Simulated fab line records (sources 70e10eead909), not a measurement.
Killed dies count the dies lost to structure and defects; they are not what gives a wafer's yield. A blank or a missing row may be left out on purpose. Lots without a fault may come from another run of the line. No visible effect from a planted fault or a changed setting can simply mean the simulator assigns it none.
Chamber matching :: flow nand_harc :: rie_diel-13 running NHARC_A_STAIRCASE_TRIM_20: 4 sister chambers
The step chemistry O2, time 211.2 s. 4 wafers are shown with their chamber, then 9 later ones without.

WAFERS, EACH WITH ITS CHAMBER
wafer: L079.5
chamber: 2
drypump_motor_current_A (A): 5.2

wafer: L087.1
chamber: 3
drypump_motor_current_A (A): 5.2

wafer: L087.3
chamber: 1
drypump_motor_current_A (A): 5.8

wafer: L087.6
chamber: 0
drypump_motor_current_A (A): 5.6

WAFERS MISSING THEIR CHAMBER
wafer: L093.1
drypump_motor_current_A (A): 5.8

wafer: L093.3
drypump_motor_current_A (A): 5.2

wafer: L093.6
drypump_motor_current_A (A): 5.2

wafer: L094.2
drypump_motor_current_A (A): 5.2

wafer: L094.4
drypump_motor_current_A (A): 5.9

wafer: L094.6
drypump_motor_current_A (A): 5.2

wafer: L097.2
drypump_motor_current_A (A): 5.2

wafer: L097.4
drypump_motor_current_A (A): 5.9

wafer: L097.6
drypump_motor_current_A (A): 5.6

CHAMBER TAKEN BY EACH
wafer: L093.1
from the rows above: 1
in truth: 1

wafer: L093.3
from the rows above: can't be placed: 2 or 3
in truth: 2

wafer: L093.6
from the rows above: can't be placed: 2 or 3
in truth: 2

wafer: L094.2
from the rows above: can't be placed: 2 or 3
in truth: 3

wafer: L094.4
from the rows above: 1
in truth: 1

wafer: L094.6
from the rows above: can't be placed: 2 or 3
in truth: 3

wafer: L097.2
from the rows above: can't be placed: 2 or 3
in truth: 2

wafer: L097.4
from the rows above: 1
in truth: 1

wafer: L097.6
from the rows above: 0
in truth: 0
Correct placement for 4 of the 9. These rows do not allow placing 5 (true chamber among the candidates in 5). 0 placed wrongly.
How it was worked out, from the rows above alone: a wafer's distance from a chamber is the root of the sum, over the readings, of the square of ((its reading less the chamber's mean) divided by the reading's scatter). The wafer belongs to the nearest chamber; if the next one is less than 2 further off, it can't be placed. Each chamber's mean is taken over the wafers shown for it. The scatter: root of mean squared gap, hidden wafer to nearest shown wafer, with one shown wafer a chamber.
